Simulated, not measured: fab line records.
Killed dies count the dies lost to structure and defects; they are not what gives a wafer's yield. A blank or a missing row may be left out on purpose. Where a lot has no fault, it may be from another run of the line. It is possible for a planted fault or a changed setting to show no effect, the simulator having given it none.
Matching of chambers / flow nand-harc / 3 sister chambers for NHARC_P_M1_DEP_33 on pecvd-02
The step deposits SiCN, target thk 30 nm. 20 wafers are shown with their chamber, then 10 later ones without.

== WAFERS WITH THEIR CHAMBER ==
wafer=L082.1; chamber=1; heater-power-w (W)=531; rf-fwd-power-W (W)=450.9
wafer=L082.5; chamber=0; heater-power-w (W)=553; rf-fwd-power-W (W)=450.6
wafer=L082.6; chamber=2; heater-power-w (W)=527; rf-fwd-power-W (W)=449.4
wafer=L083.3; chamber=2; heater-power-w (W)=442; rf-fwd-power-W (W)=448.3
wafer=L083.4; chamber=1; heater-power-w (W)=558; rf-fwd-power-W (W)=447.6
wafer=L083.5; chamber=2; heater-power-w (W)=450; rf-fwd-power-W (W)=451.8
wafer=L084.1; chamber=0; heater-power-w (W)=487; rf-fwd-power-W (W)=447.0
wafer=L084.4; chamber=2; heater-power-w (W)=510; rf-fwd-power-W (W)=446.5
wafer=L084.5; chamber=1; heater-power-w (W)=508; rf-fwd-power-W (W)=447.2
wafer=L087.2; chamber=1; heater-power-w (W)=488; rf-fwd-power-W (W)=448.6
wafer=L087.5; chamber=2; heater-power-w (W)=473; rf-fwd-power-W (W)=448.4
wafer=L087.6; chamber=1; heater-power-w (W)=506; rf-fwd-power-W (W)=448.0
wafer=L086.2; chamber=0; heater-power-w (W)=492; rf-fwd-power-W (W)=449.3
wafer=L086.5; chamber=1; heater-power-w (W)=559; rf-fwd-power-W (W)=450.5
wafer=L086.6; chamber=0; heater-power-w (W)=502; rf-fwd-power-W (W)=449.5
wafer=L089.1; chamber=1; heater-power-w (W)=486; rf-fwd-power-W (W)=448.9
wafer=L089.4; chamber=0; heater-power-w (W)=554; rf-fwd-power-W (W)=448.5
wafer=L089.5; chamber=1; heater-power-w (W)=495; rf-fwd-power-W (W)=447.7
wafer=L093.3; chamber=0; heater-power-w (W)=533; rf-fwd-power-W (W)=448.1
wafer=L093.5; chamber=1; heater-power-w (W)=532; rf-fwd-power-W (W)=446.1

SIGNATURES (means of the wafers above)
reading=heater-power-w; chamber 0=520.17; chamber 1=518.11; chamber 2=480.40; scatter within a chamber=31.1
reading=rf-fwd-power-W; chamber 0=448.833; chamber 1=448.389; chamber 2=448.880; scatter within a chamber=1.57
Rule: a wafer's distance from a chamber is the root of the sum, over the readings, of the square of ((its reading less the chamber's mean) divided by the reading's scatter). If the next closest chamber is less than 2 further off than the closest, the wafer can't be placed; otherwise it belongs to the closest. How the scatter is found: for the shown wafers, subtract from each reading the mean of its chamber, square and add these, divide the total by (wafers less chambers), then take the root.

== WAFERS MISSING THEIR CHAMBER ==
wafer=L093.6; heater-power-w (W)=510; rf-fwd-power-W (W)=448.4
wafer=L094.2; heater-power-w (W)=464; rf-fwd-power-W (W)=449.2
wafer=L094.3; heater-power-w (W)=549; rf-fwd-power-W (W)=447.4
wafer=L094.4; heater-power-w (W)=513; rf-fwd-power-W (W)=450.1
wafer=L095.3; heater-power-w (W)=479; rf-fwd-power-W (W)=448.1
wafer=L095.4; heater-power-w (W)=492; rf-fwd-power-W (W)=449.1
wafer=L095.6; heater-power-w (W)=491; rf-fwd-power-W (W)=450.9
wafer=L096.3; heater-power-w (W)=583; rf-fwd-power-W (W)=449.7
wafer=L096.4; heater-power-w (W)=577; rf-fwd-power-W (W)=450.9
wafer=L096.5; heater-power-w (W)=488; rf-fwd-power-W (W)=450.5

== THE CHAMBER EACH PASSED THROUGH ==
wafer=L093.6; from the rows above=can't be placed: 1 or 0 or 2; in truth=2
wafer=L094.2; from the rows above=can't be placed: 2 or 1 or 0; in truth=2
wafer=L094.3; from the rows above=can't be placed: 1 or 0 or 2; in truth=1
wafer=L094.4; from the rows above=can't be placed: 0 or 1 or 2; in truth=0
wafer=L095.3; from the rows above=can't be placed: 2 or 1 or 0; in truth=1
wafer=L095.4; from the rows above=can't be placed: 2 or 0 or 1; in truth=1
wafer=L095.6; from the rows above=can't be placed: 2 or 0 or 1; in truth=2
wafer=L096.3; from the rows above=can't be placed: 0 or 1 or 2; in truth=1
wafer=L096.4; from the rows above=can't be placed: 0 or 1 or 2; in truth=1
wafer=L096.5; from the rows above=can't be placed: 2 or 0 or 1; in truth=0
Correct placement for 0 of the 10. From these rows, 10 cannot be placed; in 10 the true chamber is one of the candidates. Number placed wrongly: 0.
